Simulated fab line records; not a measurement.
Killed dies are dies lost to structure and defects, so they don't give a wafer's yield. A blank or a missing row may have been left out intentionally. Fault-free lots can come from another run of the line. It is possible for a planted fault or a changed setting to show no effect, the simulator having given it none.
The tool behind it: which one?	flow nandHarc	18 wafers from 6 lots sampled at 5 of the route's 1159 steps

WHAT THE GAUGES SHOWED, per wafer
NHARC_END_SORT_01.
lot	measured	on	killedAtArray
L856	day 21 18:05	prober-02	115 117 111

WHICH TOOL RAN EACH LOT (tool, then ch and the chambers of the sampled wafers, then the start)
lot	NHARC_A_SGD_CUT_ETCH_15	NHARC_THIN_TSV_DEP_43	NHARC_THIN_TSV_ETCH_15	NHARC_THIN_TSV_STRIP_62
L849	rieDiel-07 ch 1,2,3, day 14 11:14	pecvd-04 ch 0,2, day 18 22:48	rieSi-03 ch 0,1,3, day 19 00:24	plasmaAsher-02 ch 0,1, day 19 02:13
L851	rieDiel-07 ch 1,2,3, day 15 08:11	pecvd-03 ch 0,1, day 19 23:07	rieSi-03 ch 0,1,3, day 20 00:44	plasmaAsher-02 ch 0,1, day 20 02:51
L856	rieDiel-07 ch 0,2,3, day 16 07:05	pecvd-04 ch 0,1,2, day 21 00:38	rieSi-03 ch 0,1,3, day 21 02:16	plasmaAsher-01 ch 0,1, day 21 04:14
L863	rieDiel-11 ch 1,3, day 18 04:46	pecvd-04 ch 0,2, day 23 12:29	rieSi-01 ch 0,1, day 23 14:08	plasmaAsher-01 ch 0,1, day 23 17:37
L867	rieDiel-05 ch 0,1,3, day 18 23:19	pecvd-03 ch 0,1,2, day 23 22:56	rieSi-01 ch 0,1, day 24 00:32	plasmaAsher-02 ch 0,1, day 24 02:20
L869	rieDiel-05 ch 1,2,3, day 19 07:44	pecvd-02 ch 0,1,2, day 24 08:33	rieSi-01 ch 0,2,3, day 24 10:04	plasmaAsher-01 ch 0,1, day 24 11:55
- NHARC_A_SGD_CUT_ETCH_15: etches the open film in CH3F/O2, target depth 75 nm, time 64.3 s.
- NHARC_THIN_TSV_DEP_43: deposits SiO2, target thk 1328.5 nm.
- NHARC_THIN_TSV_ETCH_15: target depth 3000 nm, bosch target overetch cycles 2, bosch etch step 2.8 s.
- NHARC_THIN_TSV_STRIP_62: strips in N2/H2, time 20 s.

THE ANSWER, worked out from the rows above alone
Rule: usual is defined by the lots themselves. Put in order of their means at a reading, lots are off if they are a third of the lots or fewer, leave a main group of 4 or more, and stand apart from it by a gap of 3 or more times the standard deviation of the main group's means; of several such gaps the widest counts. A main group whose means are all the same, to the digits that the tables above print for the reading, isn't used. A lot without any number at a reading at which 4 lots or more have one is off too. Where the step has rows for the other lots, those lots are counted as sound.
Nothing can be told from this: no lot is off at any reading shown.

WHAT HAD BEEN PUT IN BY THE SIMULATOR
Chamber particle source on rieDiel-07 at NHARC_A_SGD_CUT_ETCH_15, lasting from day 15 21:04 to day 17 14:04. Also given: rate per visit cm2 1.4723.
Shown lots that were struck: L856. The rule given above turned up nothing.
